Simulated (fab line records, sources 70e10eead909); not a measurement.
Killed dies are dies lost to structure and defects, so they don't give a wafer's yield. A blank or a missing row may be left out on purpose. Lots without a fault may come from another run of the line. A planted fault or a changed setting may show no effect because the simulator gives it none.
fab line records | flow nand_harc
record lots=13 wafers=37 last_day=26
route steps=1159 shown A_ZERO_WELL@401 A_SOURCE_PLATE@420 A_ONON_D1@424 END@1159
lots that met no fault: from a run of the same line without faults
start_h: hours from the record's first day to the start of the lot's first wafer shown | wait_h: hours since the lot's step before | " the same as in the row above | L1.1+2: a row that stands for several wafers | - no value, or no start given | * or withheld: withheld | < > ~ a bound
route shown NAME@n: a module of which the file shows steps, and the number in the route of the first | usual: mean/standard deviation of fault-free wafers | same: alike in all rows | chamber/n: place in a boat | sites: the reading at each site | _std_site: their standard deviation | _edge_site: outer sites' mean less inner sites' | radius_mm: how far each site lies from the wafer's centre | mask NAME#n: copy n | behind: the tool/chamber that last shaped the wafer | hold: why the lot was held/for how many hours/how that ended | device: the transistor (n, p or np) that didn't switch | end of line: the same wafers' tests at the end of the route | a step without rows: its recipe alone | killed: dies lost to structure and defects at the first sort, not the wafer's yield | map: a wafer's dies, x killed, . not, _ none there
set.NAME: the setting as run; set.NAME@STEP: as run at that earlier step | model.NAME: the simulator's own value behind a step, which no gauge read
steps of the route over a sample of lots; a table a step, a row a wafer
services: from which hour (start_h, from the record's first day; less than 0 if before it) a tool's chamber was out of use, for how many hours, and why
## steps
# step NHARC_A_ZERO_WELL_CD_MEAS_10
# recipe target_cd_nm=2000 landing_energy_ev=500
# usual cd_nm=2000.4/1.5
# columns lot.wafer tool chamber start_h wait_h cd_nm
L256.1 cd_sem-03 0 123.08 - 1999.7
L256.5 " 0 " " 2001.3
L256.6 " 0 " " 2000.6
L257.2 cd_sem-03 0 145.15 - 1998.1
L257.3 " 0 " " 1998.0
L257.6 " 0 " " 1998.6
L258.1 cd_sem-02 0 146.27 - 2003.0
L258.3 " 0 " " 2002.2
L258.4 " 0 " " 2004.9
L263.2 cd_sem-03 0 178.55 - 1999.6
L263.6 " 0 " " 1999.0
L266.1 cd_sem-02 0 185.65 - 2000.3
L266.5 " 0 " " 2001.2
L270.2 cd_sem-01 0 213.19 - 1998.3
L270.5 " 0 " " 1999.5
L270.6 " 0 " " 1996.3
L268.2 cd_sem-01 0 213.85 - 1998.6
L268.4 " 0 " " 2000.2
L268.6 " 0 " " 1996.9
L272.1 cd_sem-03 0 235.46 - 1999.0
L272.2 " 0 " " 1997.0
L272.5 " 0 " " 1999.8
L271.2 cd_sem-02 0 237.52 - 1998.8
L271.3 " 0 " " 2000.7
L271.6 " 0 " " 2003.8
L273.1 cd_sem-01 0 240.14 - 2000.6
L273.3 " 0 " " 2002.2
L273.4 " 0 " " 2000.3
L274.2 cd_sem-03 0 240.88 - 2002.0
L274.5 " 0 " " 2002.9
L274.6 " 0 " " 2003.7
L276.1 cd_sem-01 0 249.96 - 2000.3
L276.5 " 0 " " 1999.6
L276.6 " 0 " " 1999.3
L279.3 cd_sem-03 0 279.15 - 2000.2
L279.4 " 0 " " 1999.0
L279.6 " 0 " " 2001.0
# step NHARC_A_ZERO_WELL_ETCH_19
# recipe target_depth_a=800 overetch_a=240 time_s=87.88 ion_energy_ev=200 n2_flow_sccm=150 h2_flow_sccm=150 ar_flow_sccm=0 rf_w=400 bias_w=150 chemistry=N2/H2
# usual drypump_motor_current_A=5.5/0.38 oes_product_au=1.000/0.0075 rf_vpp_V=430.8/2.8 showerhead_plenum_p_Torr=2.05/0.099 throttle_valve_pct=14.171/0.0098
# columns lot.wafer tool chamber start_h wait_h drypump_motor_current_A oes_product_au rf_hours_counter_h rf_vpp_V showerhead_plenum_p_Torr throttle_valve_pct
L256.1 rie_diel-06 2 123.35 0.1 5.6 0.986 6 431.3 2.04 14.176
L256.6 " 3 " " 5.2 0.994 - 435.0 2.19 14.170
L256.5 " 0 " " 5.8 0.992 - 426.8 1.90 14.171
L257.3 rie_diel-05 2 145.40 0.1 5.1 1.005 9 427.6 1.94 14.174
L257.2 " 3 " " 5.2 1.001 10 430.1 2.06 14.169
L257.6 " 2 " " 5.1 0.993 - 427.6 1.94 14.162
L258.3 rie_diel-05 2 146.53 0.1 5.1 1.013 9 427.6 1.94 14.169
L258.1 " 0 " " 5.1 1.003 10 428.9 2.02 14.177
L258.4 " 0 " " 5.1 1.011 - 431.2 2.02 14.166
L263.2 rie_diel-06 3 178.81 0.1 5.1 0.993 12 434.0 2.18 14.164
L263.6 " 0 " " 5.8 0.996 - 425.8 1.89 14.173
L266.1 rie_diel-02 0 185.90 0.1 6.0 1.011 2 429.5 2.00 14.164
L266.5 " 3 " " 5.5 1.003 - 429.4 2.00 14.152
L270.2 rie_diel-05 3 213.43 0.1 5.2 1.021 3 431.1 2.06 14.177
L270.5 " 3 " " 5.2 1.009 - 431.9 2.06 14.162
L270.6 " 0 " " 5.1 1.014 - 429.9 2.02 14.161
L268.2 rie_diel-02 0 214.13 0.1 6.0 1.004 3 428.6 2.00 14.164
L268.4 " 3 " " 5.5 0.991 - 429.0 2.00 14.141
L268.6 " 2 " " 5.8 1.003 - 433.7 2.20 14.156
L272.1 rie_diel-05 3 235.71 0.1 5.2 0.998 5 431.1 2.06 14.176
L272.2 " 0 " " 5.1 1.004 4 429.4 2.02 14.192
L272.5 " 2 " " 5.1 1.005 - 425.4 1.93 14.174
L271.2 rie_diel-05 2 237.76 0.1 5.1 1.000 4 428.0 1.93 14.156
L271.3 " 1 " " 6.2 0.998 4 429.0 2.02 14.165
L271.6 " 3 " " 5.2 1.005 - 431.0 2.06 14.175
L273.3 rie_diel-05 2 240.41 0.1 5.2 1.000 4 427.4 1.93 14.172
L273.1 " 3 " " 5.2 1.000 5 432.3 2.06 14.160
L273.4 " 3 " " 5.2 1.001 - 431.9 2.06 14.172
L274.2 rie_diel-02 3 241.15 0.1 5.5 1.000 6 429.6 2.00 14.171
L274.6 " 0 " " 6.0 1.005 - 429.8 2.00 14.180
L274.5 " 1 " " 5.5 1.001 - 433.9 2.19 14.153
L276.1 rie_diel-02 1 250.21 0.1 5.5 1.005 4 434.2 2.19 14.179
L276.5 " 3 " " 5.5 1.000 - 428.9 2.00 14.173
L276.6 " 0 " " 6.0 1.003 - 430.6 1.99 14.171
L279.4 rie_diel-02 1 279.39 0.1 5.5 1.002 6 433.8 2.19 14.181
L279.3 " 3 " " 5.5 0.991 8 428.7 2.00 14.183
L279.6 " 2 " " 5.8 1.003 - 435.0 2.20 14.175
# step NHARC_A_SOURCE_PLATE_THK_MEAS_06
# recipe thk_meas_gauge=ellipsometry
# usual thk_nm=199.5/1.8
# columns lot.wafer tool chamber start_h wait_h thk_nm
L256.1 film_metro-02 - 145.28 0.4 195.8
L256.5 " - " " 198.3
L256.6 " - " " 196.3
L258.1 film_metro-01 - 167.78 0.4 200.0
L258.3 " - " " 197.5
L258.4 " - " " 200.4
L257.2 film_metro-02 - 167.79 0.4 198.5
L257.3 " - " " 200.9
L257.6 " - " " 199.1
L263.2 film_metro-01 - 199.33 0.4 199.1
L263.6 " - " " 200.7
L266.1 film_metro-02 - 213.83 0.4 203.0
L266.5 " - " " 197.7
L268.2 film_metro-01 - 233.90 0.4 200.6
L268.4 " - " " 201.2
L268.6 " - " " 199.4
L270.2 film_metro-02 - 233.90 0.4 203.0
L270.5 " - " " 199.2
L270.6 " - " " 201.8
L272.1 film_metro-01 - 257.37 0.4 201.4
L272.2 " - " " 201.6
L272.5 " - " " 202.6
L271.2 film_metro-02 - 257.37 0.4 199.5
L271.3 " - " " 197.9
L271.6 " - " " 197.1
L273.1 film_metro-02 - 265.10 0.4 199.4
L273.3 " - " " 199.0
L273.4 " - " " 199.7
L274.2 film_metro-01 - 265.12 0.4 201.3
L274.5 " - " " 200.2
L274.6 " - " " 201.1
L276.1 film_metro-02 - 272.31 0.4 197.3
L276.5 " - " " 198.7
L276.6 " - " " 199.5
L279.3 film_metro-01 - 300.59 0.4 196.9
L279.4 " - " " 196.9
L279.6 " - " " 197.7
# step NHARC_A_ONON_D1_DEP_00
# recipe target_thk_a=10000 n2_flow_sccm=2750 n2o_flow_sccm=2000 nh3_flow_sccm=500 sih4_flow_sccm=210 temp_c=400
# columns lot.wafer tool chamber start_h wait_h
L256.1+5+6 pecvd_onon-04 0 145.42 0.1
L258.1+3+4 pecvd_onon-03 0 167.91 0.1
L257.2+3+6 pecvd_onon-04 0 167.98 0.1
L263.2+6 pecvd_onon-03 0 199.52 0.1
L266.1+5 pecvd_onon-03 0 213.96 0.1
L268.2+4+6 pecvd_onon-03 0 234.11 0.1
L270.2+5+6 pecvd_onon-04 0 234.16 0.1
L272.1+2+5 pecvd_onon-02 0 257.52 0.1
L271.2+3+6 pecvd_onon-04 0 257.58 0.1
L273.1+3+4 pecvd_onon-04 0 265.23 0.1
L274.2+5+6 pecvd_onon-02 0 265.33 0.1
L276.1+5+6 pecvd_onon-04 0 272.46 0.1
L279.3+4+6 pecvd_onon-03 0 300.84 0.2
# step NHARC_A_ONON_D1_THK_MEAS_02
# recipe thk_meas_gauge=ellipsometry
# usual thk_nm=998/10
# columns lot.wafer tool chamber start_h wait_h thk_nm
L256.1 film_metro-02 - 145.93 - 997
L256.5 " - " " 997
L256.6 " - " " 995
L258.1 film_metro-01 - 168.42 - 1003
L258.3 " - " " 1003
L258.4 " - " " 1003
L257.2 film_metro-02 - 168.43 - 1016
L257.3 " - " " 1017
L257.6 " - " " 1017
L263.2 film_metro-01 - 199.98 - 1000
L263.6 " - " " 685
L266.1 film_metro-02 - 214.47 - 1005
L266.5 " - " " 688
L268.2 film_metro-01 - 234.56 - 977
L268.4 " - " " 978
L268.6 " - " " 665
L270.2 film_metro-01 - 234.61 - 989
L270.5 " - " " 987
L270.6 " - " " 989
L271.2 film_metro-01 - 258.03 - 996
L271.3 " - " " 995
L271.6 " - " " 994
L272.1 film_metro-02 - 258.04 - 1011
L272.2 " - " " 1011
L272.5 " - " " 1010
L273.1 film_metro-01 - 265.74 - 1005
L273.3 " - " " 1005
L273.4 " - " " 1007
L274.2 film_metro-02 - 265.79 - 1005
L274.5 " - " " 1005
L274.6 " - " " 1006
L276.1 film_metro-02 - 272.98 - 989
L276.5 " - " " 989
L276.6 " - " " 991
L279.3 film_metro-02 - 301.24 - 992
L279.4 " - " " 993
L279.6 " - " " 991
# step NHARC_END_SORT_01
# recipe temp_c=25
# usual killed_at_array=28/11 killed_at_other=0.9/1.2 killed_at_periphery=2.6/2.1 killed_dies=31/11 killed_open=3.1/1.7 killed_short=1.9/1.3
# same gross_dies=677
# columns lot.wafer tool chamber start_h wait_h killed_at_array killed_at_other killed_at_periphery killed_dies killed_open killed_short
L270.6 prober-02 0 560.85 4.0 36 0 2 38 2 2
L266.1 prober-02 0 564.62 2.5 23 0 2 25 2 1
L266.5 prober-02 0 567.80 3.7 676 0 1 677 6 3
L263.2 prober-02 0 587.14 2.8 18 4 4 26 6 1
L263.6 prober-02 0 590.36 4.0 672 2 3 677 4 2
L268.2 prober-01 0 594.39 2.8 19 0 3 22 1 2
L268.4 prober-01 0 596.01 3.4 29 0 2 31 3 1
L268.6 prober-01 0 597.62 4.0 675 0 2 677 3 1
# killed by level:class
L270.6 A_CHANNEL_HOLE_D1:chamber_film_flake=24 A_CONTACT:chamber_film_flake=7 P_CONTACT:geometric_particle:short=1 A_ONON_D1:geometric_particle:open=1 A_CHANNEL_FILL_D1:geometric_particle:open=1 A_CHANNEL_FILL_D1:geometric_particle:short=1 P_ZERO_WELL:chamber_film_flake=1 A_ZERO_WELL:chamber_film_flake=1
L266.1 A_CHANNEL_HOLE_D1:chamber_film_flake=12 A_CONTACT:chamber_film_flake=5 A_ZERO_WELL:chamber_film_flake=2 P_CONTACT:geometric_particle:open=1 P_M0:geometric_particle:open=1 A_M0:geometric_particle:short=1 A_STAIRCASE:chamber_film_flake=1 A_WL_FILL:chamber_film_flake=1
L266.5 A_ONON_D1:area_dep=639 A_CHANNEL_HOLE_D1:chamber_film_flake=17 A_CONTACT:chamber_film_flake=6 A_M0:chamber_film_flake=4 A_ONON_D1:geometric_particle:short=3 A_WL_FILL:geometric_particle:open=2 A_CONTACT:geometric_particle:open=2 P_CONTACT:geometric_particle:open=1
L263.2 A_CHANNEL_HOLE_D1:chamber_film_flake=9 A_SGD_CUT:chamber_film_flake=4 THIN_TSV:chamber_film_flake=4 P_M1:geometric_particle:open=2 A_M0:geometric_particle:open=2 P_M0:geometric_particle:open=1 A_SOURCE_PLATE:geometric_particle:short=1 A_CHANNEL_FILL_D1:geometric_particle:open=1
L263.6 A_ONON_D1:area_dep=658 A_CHANNEL_HOLE_D1:chamber_film_flake=7 THIN_TSV:chamber_film_flake=2 P_M1:geometric_particle:open=1 A_ONON_D1:geometric_particle:short=1 A_CONTACT:geometric_particle:open=1 A_M0:geometric_particle:open=1 A_M0:geometric_particle:short=1
L268.2 A_SLIT:chamber_film_flake=10 A_CHANNEL_HOLE_D1:chamber_film_flake=4 A_WL_FILL:geometric_particle:short=2 P_STI:geometric_particle:open=1 P_ZERO_WELL:chamber_film_flake=1 P_GATE:chamber_film_flake=1 A_STAIRCASE:chamber_film_flake=1 A_WL_FILL:chamber_film_flake=1
L268.4 A_SLIT:chamber_film_flake=12 A_CHANNEL_HOLE_D1:chamber_film_flake=5 A_CHANNEL_FILL_D1:chamber_film_flake=3 A_CONTACT:geometric_particle:open=2 A_WL_FILL:chamber_film_flake=2 A_CONTACT:chamber_film_flake=2 A_M0:geometric_particle:short=1 A_WL_FILL:geometric_particle:open=1
L268.6 A_ONON_D1:area_dep=656 A_SLIT:chamber_film_flake=8 A_CHANNEL_HOLE_D1:chamber_film_flake=4 A_WL_FILL:chamber_film_flake=3 P_CONTACT:geometric_particle:open=1 A_ONON_D1:geometric_particle:short=1 A_ONON_D1:geometric_particle:open=1 A_CHANNEL_FILL_D1:geometric_particle:open=1
## services
# columns tool chamber start_h hours kind
pecvd_onon-02 - 111.07 13.0 pm
rie_diel-05 0 118.10 - clean
rie_diel-05 1 118.10 - clean
rie_diel-05 2 118.10 - clean
rie_diel-05 3 118.10 - clean
rie_diel-05 1 136.55 16.8 repair
rie_diel-05 0 142.60 - clean
rie_diel-05 2 142.60 - clean
rie_diel-02 - 150.70 9.0 pm
pecvd_onon-03 - 153.00 13.0 pm
rie_diel-05 - 163.60 9.0 pm
rie_diel-06 2 165.20 3.2 repair
rie_diel-06 2 169.35 5.5 repair
rie_diel-06 1 183.93 2.6 repair
rie_diel-06 1 190.50 16.4 repair
rie_diel-05 2 196.12 5.2 repair
rie_diel-02 3 196.72 6.7 repair
rie_diel-02 1 210.53 15.4 repair
rie_diel-05 - 232.53 0.5 repair
pecvd_onon-04 - 237.00 13.0 pm
rie_diel-05 1 238.32 8.1 repair
rie_diel-06 - 241.28 9.0 pm
rie_diel-06 - 251.75 0.6 repair
pecvd_onon-02 - 292.13 13.0 pm
## key
first_sign step=NHARC_A_ONON_D1_THK_MEAS_02 reading=thk_nm direction=down sigmas=31 usual=998 struck=680
effect step=NHARC_END_SORT_01 reading=killed_at_array direction=up sigmas=60 usual=28 struck=674
more_kills_born_at NHARC_A_ONON_D1_DEP_00@pecvd_onon-03=1953
met_at NHARC_A_ONON_D1_DEP_00
struck_lots L263,L266,L268
struck_wafers L263.6,L266.5,L268.6
later_rows_left_out L263.6,L266.5,L268.6
tester_left_out L263,L266,L268
not_acting_at NHARC_A_ZERO_WELL_CD_MEAS_10,NHARC_A_ZERO_WELL_ETCH_19,NHARC_A_SOURCE_PLATE_THK_MEAS_06
onset_between 167.91 199.52
fault kind=process_parameter_drift tool=pecvd_onon-03 chamber=- onset_h=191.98 steps=NHARC_A_ONON_D1_DEP_00 channel=target_thk_a offset=* shape=step end_h=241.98 scope=struck_wafers_only acts_in=* stated=*
# tester_left_out: of these lots the tester's yield and bins aren't shown, on N5 and GAA mostly nor the transistor test; their killed dies are dies lost to structure and defects alone, not to doping, threshold or leakage, so they don't give the yield
# later_rows_left_out: the simulator's readings of these wafers behind a module that went badly wrong aren't trusted and aren't shown, but for the sort
